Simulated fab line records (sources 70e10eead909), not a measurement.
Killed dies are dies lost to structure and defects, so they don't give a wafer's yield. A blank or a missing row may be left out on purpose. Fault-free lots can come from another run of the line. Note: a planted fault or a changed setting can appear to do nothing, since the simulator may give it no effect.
The tool behind it: which one?    flow nand harc    24 lots with 72 wafers sampled at 5 steps, on a route of 1302 steps

== WHAT EACH GAUGE READ, for each wafer ==
NHARC_A_SGD_CUT_INSPECT_11.
lot   measured      on                 raw defect count
L076  day 19 10:07  defect inspect-02  110 112 134
L075  day 19 09:58  defect inspect-02  66 70 72
L074  day 19 14:20  defect inspect-02  63 52 58
L078  day 21 00:25  defect inspect-01  115 104 115
L077  day 21 02:50  defect inspect-01  19 17 23
L080  day 21 03:49  defect inspect-02  50 59 73
L079  day 21 13:05  defect inspect-02  70 73 60
L081  day 22 09:01  defect inspect-01  62 60 61
L083  day 22 22:15  defect inspect-01  76 76 95
L082  day 22 22:32  defect inspect-01  65 59 88
L084  day 23 08:44  defect inspect-01  45 26 39
L085  day 23 18:56  defect inspect-01  66 67 62
L086  day 24 12:14  defect inspect-02  50 40 34
L088  day 24 15:04  defect inspect-02  74 84 81
L089  day 24 15:14  defect inspect-01  40 55 55
L087  day 24 16:37  defect inspect-01  13 17 14
L091  day 25 10:47  defect inspect-02  69 93 72
L090  day 25 11:09  defect inspect-01  15 16 19
L092  day 26 12:59  defect inspect-01  15 31 23
L093  day 26 12:02  defect inspect-01  68 62 69
L094  day 27 15:23  defect inspect-02  72 67 55
L096  day 28 01:29  defect inspect-02  28 34 33
L095  day 28 01:50  defect inspect-02  22 23 21
L097  day 29 03:40  defect inspect-02  9 5 5

NHARC_A_SLIT_CD_MEAS_21.
lot   measured      on         cd nm (nm)
L076  day 20 03:52  cd sem-01  289.9 290.0 290.0
L075  day 20 04:58  cd sem-02  289.2 289.3 288.9
L074  day 20 09:42  cd sem-03  288.5 289.1 289.2
L078  day 22 02:19  cd sem-01  289.9 288.8 289.8
L077  day 21 22:29  cd sem-03  289.8 288.4 288.8
L080  day 21 22:01  cd sem-03  288.3 288.5 288.0
L079  day 22 11:14  cd sem-02  290.0 289.2 289.5
L081  day 23 03:09  cd sem-03  288.6 288.5 289.0
L083  day 23 19:38  cd sem-02  289.3 288.9 289.5
L082  day 23 17:27  cd sem-02  289.5 289.7 288.5
L084  day 24 03:40  cd sem-03  289.6 289.6 289.8
L085  day 24 13:24  cd sem-01  289.5 289.2 288.7
L086  day 25 07:20  cd sem-02  289.6 288.2 288.5
L088  day 25 07:04  cd sem-02  289.6 290.4 290.0
L089  day 25 10:53  cd sem-02  290.5 290.8 290.0
L087  day 25 11:31  cd sem-03  290.1 290.0 290.6
L091  day 26 07:40  cd sem-03  289.0 288.6 288.2
L090  day 26 07:23  cd sem-02  289.8 289.3 289.1
L092  day 27 11:26  cd sem-01  288.5 289.5 289.0
L093  day 27 11:57  cd sem-03  287.8 288.3 288.6
L094  day 28 12:41  cd sem-02  288.8 288.2 288.8
L096  day 28 22:38  cd sem-01  290.3 290.3 290.3
L095  day 28 19:43  cd sem-02  289.4 288.6 289.2
L097  day 29 21:36  cd sem-03  289.6 290.0 290.0

== TOOL THAT RAN EACH LOT (tool first, then ch and the chambers of the sampled wafers, then the start) ==
lot   NHARC_A_STAIRCASE_HM_OPEN_457                  NHARC_A_STAIRCASE_ETCH_315                     NHARC_A_STAIRCASE_STRIP_446
L076  rie diel-05 ch 1,2, day 19 06:13 or earlier    rie diel-05 ch 0,2,3, day 19 06:13 or earlier  plasma asher-02 ch 0,1, day 19 06:13
L075  rie diel-07 ch 0,1,2, day 19 06:05 or earlier  rie diel-05 ch 0,2,3, day 19 06:05 or earlier  plasma asher-01 ch 0,1, day 19 06:05
L074  rie diel-07 ch 0,1,2, day 19 10:57 or earlier  rie diel-05 ch 0,2,3, day 19 10:57 or earlier  plasma asher-02 ch 0,1, day 19 10:57
L078  rie diel-07 ch 0,2, day 20 17:21 or earlier    rie diel-05 ch 0,2,3, day 20 17:21 or earlier  plasma asher-02 ch 0, day 20 17:21
L077  rie diel-05 ch 0,1,3, day 20 23:22 or earlier  rie diel-07 ch 1,2,3, day 20 23:22 or earlier  plasma asher-01 ch 1, day 20 23:22
L080  rie diel-05 ch 1,2,3, day 21 00:31 or earlier  rie diel-13 ch 2,3, day 21 00:31 or earlier    plasma asher-02 ch 0,1, day 21 00:31
L079  rie diel-07 ch 0,2,3, day 21 09:42 or earlier  rie diel-05 ch 0,1,2, day 21 09:42 or earlier  plasma asher-01 ch 0,1, day 21 09:42
L081  rie diel-05 ch 0,1,3, day 22 05:29 or earlier  rie diel-13 ch 0,1,2, day 22 05:29 or earlier  plasma asher-01 ch 0,1, day 22 05:29
L083  rie diel-07 ch 1,3, day 22 18:51 or earlier    rie diel-05 ch 1,2, day 22 18:51 or earlier    plasma asher-01 ch 0,1, day 22 18:51
L082  rie diel-05 ch 0,2,3, day 22 19:04 or earlier  rie diel-05 ch 1,2, day 22 19:04 or earlier    plasma asher-02 ch 0,1, day 22 19:04
L084  rie diel-05 ch 1,2,3, day 23 05:18 or earlier  rie diel-13 ch 1,3, day 23 05:18 or earlier    plasma asher-01 ch 0,1, day 23 05:18
L085  rie diel-13 ch 0,1,2, day 23 15:39 or earlier  rie diel-05 ch 2,3, day 23 15:39 or earlier    plasma asher-01 ch 0,1, day 23 15:39
L086  rie diel-07 ch 2,3, day 24 08:12 or earlier    rie diel-13 ch 0,1,2, day 24 08:12 or earlier  plasma asher-02 ch 0,1, day 24 08:12
L088  rie diel-07 ch 0,1,3, day 24 11:33 or earlier  rie diel-07 ch 1,3, day 24 11:33 or earlier    plasma asher-02 ch 0,1, day 24 11:33
L089  rie diel-13 ch 0,2,3, day 24 11:41 or earlier  rie diel-07 ch 1,3, day 24 11:41 or earlier    plasma asher-01 ch 0,1, day 24 11:41
L087  rie diel-07 ch 0,3, day 24 13:16 or earlier    rie diel-05 ch 2,3, day 24 13:16 or earlier    plasma asher-01 ch 0,1, day 24 13:16
L091  rie diel-07 ch 0,1, day 25 07:28 or earlier    rie diel-13 ch 0,1,2, day 25 07:28 or earlier  plasma asher-01 ch 0,1, day 25 07:28
L090  rie diel-07 ch 0,1,3, day 25 07:39 or earlier  rie diel-13 ch 1,2,3, day 25 07:39 or earlier  plasma asher-02 ch 0,1, day 25 07:39
L092  rie diel-05 ch 0,3, day 26 09:26 or earlier    rie diel-07 ch 0,1,3, day 26 09:26 or earlier  plasma asher-01 ch 0,1, day 26 09:26
L093  rie diel-13 ch 0,1,3, day 26 08:33 or earlier  rie diel-05 ch 0,1,2, day 26 08:33 or earlier  plasma asher-01 ch 0,1, day 26 08:33
L094  rie diel-07 ch 0,1,2, day 27 11:51 or earlier  rie diel-07 ch 0,2,3, day 27 11:51 or earlier  plasma asher-02 ch 0,1, day 27 11:51
L096  rie diel-13 ch 2,3, day 27 22:02 or earlier    rie diel-05 ch 1,2,3, day 27 22:02 or earlier  plasma asher-02 ch 0,1, day 27 22:02
L095  rie diel-13 ch 0,2,3, day 27 22:16 or earlier  rie diel-13 ch 0,1,3, day 27 22:16 or earlier  plasma asher-02 ch 0,1, day 27 22:16
L097  rie diel-07 ch 0,1,2, day 29 00:14 or earlier  rie diel-13 ch 0,1, day 29 00:14 or earlier    plasma asher-01 ch 1, day 29 00:14
- NHARC_A_STAIRCASE_HM_OPEN_457: chemistry O2/COS.
- NHARC_A_STAIRCASE_ETCH_315: etches the open film in C4F8/O2/Ar, target depth 2500 nm, time 607.1 s.
- NHARC_A_STAIRCASE_STRIP_446: strips in O2.

== AS READ BY THE TOOLS THEMSELVES (means over the sampled wafers that have a number; for cases with no such wafer, the mark the record gives instead) ==
NHARC_A_STAIRCASE_HM_OPEN_457.
lot   tool         drypump motor current A (A)  oes product au (a.u.)  rf vpp V (V)  showerhead plenum p Torr (Torr)  throttle valve pct (%)
L076  rie diel-05  5.4                          1.017                  471           3.27                             28.331
L075  rie diel-07  5.9                          1.000                  464           2.98                             28.325
L074  rie diel-07  5.9                          1.004                  464           2.98                             28.335
L078  rie diel-07  6.1                          1.009                  464           2.95                             28.338
L077  rie diel-05  5.7                          1.004                  469           3.20                             28.340
L080  rie diel-05  5.4                          0.998                  469           3.19                             28.324
L079  rie diel-07  6.0                          1.003                  466           3.09                             28.337
L081  rie diel-05  5.7                          1.005                  468           3.19                             28.331
L083  rie diel-07  5.9                          0.998                  466           3.06                             28.333
L082  rie diel-05  5.7                          1.007                  469           3.17                             28.333
L084  rie diel-05  5.4                          1.006                  469           3.18                             28.337
L085  rie diel-13  6.4                          0.991                  468           3.18                             28.335
L086  rie diel-07  6.1                          0.992                  469           3.21                             28.335
L088  rie diel-07  6.0                          0.996                  469           3.19                             28.328
L089  rie diel-13  6.3                          1.002                  466           3.08                             28.328
L087  rie diel-07  6.1                          0.995                  471           3.31                             28.338
L091  rie diel-07  5.8                          1.004                  467           3.07                             28.330
L090  rie diel-07  6.0                          0.987                  469           3.19                             28.331
L092  rie diel-05  6.0                          1.008                  468           3.16                             28.322
L093  rie diel-13  6.3                          0.996                  465           3.04                             28.335
L094  rie diel-07  5.9                          0.998                  467           3.11                             28.333
L096  rie diel-13  6.2                          1.001                  469           3.20                             28.332
L095  rie diel-13  6.3                          1.000                  466           3.07                             28.332
L097  rie diel-07  5.9                          0.997                  466           3.11                             28.331

NHARC_A_STAIRCASE_ETCH_315.
lot   tool         oes product au (a.u.)  rf vpp V (V)
L076  rie diel-05  0.928                  1832
L075  rie diel-05  0.926                  1831
L074  rie diel-05  0.929                  1832
L078  rie diel-05  0.946                  1831
L077  rie diel-07  0.943                  1825
L080  rie diel-13  0.932                  1823
L079  rie diel-05  0.928                  1836
L081  rie diel-13  0.934                  1831
L083  rie diel-05  0.933                  1839
L082  rie diel-05  0.929                  1836
L084  rie diel-13  0.939                  1820
L085  rie diel-05  0.933                  1827
L086  rie diel-13  0.936                  1832
L088  rie diel-07  0.923                  1830
L089  rie diel-07  0.925                  1819
L087  rie diel-05  0.929                  1829
L091  rie diel-13  0.917                  1832
L090  rie diel-13  0.941                  1829
L092  rie diel-07  0.920                  1830
L093  rie diel-05  0.943                  1835
L094  rie diel-07  0.934                  1836
L096  rie diel-05  0.932                  1829
L095  rie diel-13  0.928                  1818
L097  rie diel-13  0.922                  1819

NHARC_A_STAIRCASE_STRIP_446.
lot   tool             drypump motor current A (A)  heater power w (W)
L076  plasma asher-02  6.16                         344
L075  plasma asher-01  5.87                         365
L074  plasma asher-02  6.19                         343
L078  plasma asher-02  6.06                         360
L077  plasma asher-01  5.85                         389
L080  plasma asher-02  6.27                         329
L079  plasma asher-01  5.86                         375
L081  plasma asher-01  5.88                         377
L083  plasma asher-01  5.85                         379
L082  plasma asher-02  6.17                         344
L084  plasma asher-01  5.86                         384
L085  plasma asher-01  5.86                         371
L086  plasma asher-02  6.27                         326
L088  plasma asher-02  6.28                         323
L089  plasma asher-01  5.87                         377
L087  plasma asher-01  5.85                         370
L091  plasma asher-01  5.86                         369
L090  plasma asher-02  6.28                         324
L092  plasma asher-01  5.87                         375
L093  plasma asher-01  5.87                         373
L094  plasma asher-02  6.28                         323
L096  plasma asher-02  6.26                         317
L095  plasma asher-02  6.18                         336
L097  plasma asher-01  5.86                         382

== THE ANSWER, worked out from the rows above alone ==
Rule: what is usual is taken from the lots themselves. Put in order of their means at a reading, lots are off if they are a third of the lots or fewer, leave a main group of 4 or more, and stand apart from it by a gap of 3 or more times the standard deviation of the main group's means; of several such gaps the widest counts. A main group is skipped when, at the precision printed for the reading in the tables above, its means are all equal. A lot without any number at a reading at which 4 lots or more have one is off too. Any other lot the step has rows for is counted as sound. First the gauges in route order, then the tools' own readings, where a lot's mean is used as printed above. At the first step where some lot is off, the reading lying furthest off is the one used; lots without a number count as furthest.
Across all readings shown, no lot is off: no conclusion can be drawn from this.

== WHAT WAS PUT IN BY THE SIMULATOR ==
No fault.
